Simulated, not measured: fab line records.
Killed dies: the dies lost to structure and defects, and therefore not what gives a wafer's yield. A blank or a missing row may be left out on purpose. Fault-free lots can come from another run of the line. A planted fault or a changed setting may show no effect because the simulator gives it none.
Split-lot experiment	flow n5_finfet	21 wafers read across 7 lots, on a route 1938 steps long

== ON THE SPLIT ==
At N5_BEOL_M8_PECVD_70 (deposits SiO2 from TEOS/O2, target thk 20 nm, time 22.7 s), the setting temp_c was moved away from the recipe's 400 C on 5 of the 21 wafers read, by -4.1% to +4.1%. This setting was run at the recipe's value on the other wafers.

The reading comes from the split's own step.

== THE READING ==
SiO2_of_BEOL_M8_PECVD_70.thk_nm (the simulator's own value, which no gauge read), in nm, at N5_BEOL_M8_PECVD_70 (deposits SiO2 from TEOS/O2, target thk 20 nm, time 22.7 s). The file gives no usual value for it. Average 20.1 nm, standard deviation 0.29 nm, over the 16 wafers here run with the recipe.

wafer	tool, chamber at the split	temp_c as run, C	against the recipe	SiO2_of_BEOL_M8_PECVD_70.thk_nm, nm	against lot-mates on the recipe
L077.4	pecvd-01, 1	400	recipe	20.6	-
L077.6	pecvd-01, 1	400	recipe	20.6	-
L077.5	pecvd-01, 0	400	recipe	20	-
L081.1	pecvd-01, 0	400	recipe	19.8	-
L081.5	pecvd-01, 2	383.7	-4.1%	22.8	+2.7
L081.6	pecvd-01, 1	400	recipe	20.4	-
L083.3	pecvd-04, 0	400	recipe	19.6	-
L083.4	pecvd-04, 2	400	recipe	19.8	-
L083.6	pecvd-04, 0	400	recipe	20	-
L084.4	pecvd-03, 1	400	recipe	20	-
L084.5	pecvd-03, 2	400	recipe	20.2	-
L084.6	pecvd-03, 0	400	recipe	19.8	-
L088.2	pecvd-01, 2	400	recipe	20.2	-
L088.5	pecvd-01, 0,1	416.4	+4.1%	17.8	-2.4
L088.6	pecvd-01, 0,1	416.4	+4.1%	17.8	-2.4
L093.2	pecvd-03, 1	400	recipe	20.2	-
L093.3	pecvd-03, 0	400	recipe	19.8	-
L093.5	pecvd-03, 1	400	recipe	20.4	-
L097.2	pecvd-03, 1	404.6	+1.2%	19.4	-0.8
L097.4	pecvd-03, 0	404.6	+1.2%	19.8	-0.4
L097.5	pecvd-03, 2	400	recipe	20.2	-
The file does not say which wafer passed through which chamber wherever a row lists several chambers: such a row stands for several wafers.

FIT RESULTS
A straight line over all 21 wafers: SiO2_of_BEOL_M8_PECVD_70.thk_nm changes by -0.592 nm for each +1% of temp_c; r = -0.96; the points scatter about the line by 0.29 nm.
The same after taking each lot's own level away (the mean of its wafers on the recipe; 21 wafers): -0.61 nm for each +1%; r = -0.98; scatter 0.22 nm.
On that fit, the largest move of temp_c shifts the reading by 2.5 nm.
The lots' own levels span 19.80 to 20.40 nm, that is 2.1 times the standard deviation above.
The two slopes agree, so the slope changes little with the lot-to-lot level.
Check: for one of the wafers moved furthest among these (+4.1%), held out of the fit, the line's prediction against its lot-mates is -2.51 nm. Against them it came out at -2.4 nm.

== THESE WAFERS: OTHER SPLITS ==
Note: prior to the reading, these wafers also went through further splits. Each is held against what the fit with the lots' levels taken away leaves over:
other split on the same wafers	wafers away from the commonest value	r with SiO2_of_BEOL_M8_PECVD_70.thk_nm (lot level and that fit taken away)
N5_BEOL_M4_TRENCH_ETCH_37 source_w	5	-0.28
N5_BEOL_M5_COAT_65 spin_rpm	7	+0.18
N5_BEOL_M5_COAT_66 spin_rpm	3	+0.17
N5_BEOL_M6_EXPOSE_25 dose_mj	7	+0.02
N5_BEOL_M6_VIA_ETCH_34 time_s	9	+0.10

== FILE'S OWN FIT ==
SiO2_of_BEOL_M8_PECVD_70.thk_nm changes by -0.62 nm for each +1% of temp_c, r = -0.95.
